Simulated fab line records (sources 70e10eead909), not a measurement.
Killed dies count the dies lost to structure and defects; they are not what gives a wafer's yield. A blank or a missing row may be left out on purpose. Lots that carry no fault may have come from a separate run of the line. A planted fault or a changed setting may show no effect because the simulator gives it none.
Matching of chambers || flow nand harc || 4 sister chambers for NHARC_A_STAIRCASE_TRIM_20 on rie diel-04
The step chemistry O2, time 211.2 s. 4 wafers are shown with their chamber, then 9 later ones without.

## WAFERS WITH THEIR CHAMBER
{"wafer": "L085.5", "chamber": 1, "showerhead plenum p Torr (Torr)": 3.68}
{"wafer": "L087.1", "chamber": 3, "showerhead plenum p Torr (Torr)": 3.50}
{"wafer": "L087.2", "chamber": 2, "showerhead plenum p Torr (Torr)": 3.67}
{"wafer": "L087.6", "chamber": 0, "showerhead plenum p Torr (Torr)": 3.64}

## WAFERS WITHOUT THEIR CHAMBER
{"wafer": "L089.1", "showerhead plenum p Torr (Torr)": 3.50}
{"wafer": "L089.4", "showerhead plenum p Torr (Torr)": 3.64}
{"wafer": "L089.5", "showerhead plenum p Torr (Torr)": 3.66}
{"wafer": "L096.2", "showerhead plenum p Torr (Torr)": 3.49}
{"wafer": "L096.4", "showerhead plenum p Torr (Torr)": 3.67}
{"wafer": "L096.5", "showerhead plenum p Torr (Torr)": 3.67}
{"wafer": "L097.1", "showerhead plenum p Torr (Torr)": 3.67}
{"wafer": "L097.2", "showerhead plenum p Torr (Torr)": 3.49}
{"wafer": "L097.3", "showerhead plenum p Torr (Torr)": 3.66}

## EACH ONE'S CHAMBER
{"wafer": "L089.1", "from the rows above": 3, "in truth": 3}
{"wafer": "L089.4", "from the rows above": 0, "in truth": 0}
{"wafer": "L089.5", "from the rows above": "can't be placed: 2 or 0 or 1", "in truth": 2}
{"wafer": "L096.2", "from the rows above": 3, "in truth": 3}
{"wafer": "L096.4", "from the rows above": "can't be placed: 2 or 1", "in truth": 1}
{"wafer": "L096.5", "from the rows above": "can't be placed: 2 or 1", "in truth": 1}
{"wafer": "L097.1", "from the rows above": "can't be placed: 2 or 1", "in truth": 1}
{"wafer": "L097.2", "from the rows above": 3, "in truth": 3}
{"wafer": "L097.3", "from the rows above": "can't be placed: 2 or 0 or 1", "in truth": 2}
Correctly placed: 4 of 9. Cannot be placed on the basis of these rows: 5; the candidates contain the true chamber in 5. Wrongly placed: 0.
How it was worked out, from the rows above alone: a wafer's distance from a chamber is the root of the sum, over the readings, of the square of ((its reading less the chamber's mean) divided by the reading's scatter). The wafer belongs to the nearest chamber; if the next one is less than 2 further off, it can't be placed. The mean given for a chamber averages the wafers shown for that chamber. The scatter: with one shown wafer a chamber, the root of the mean of the squares of how far each hidden wafer lies from its nearest shown one.
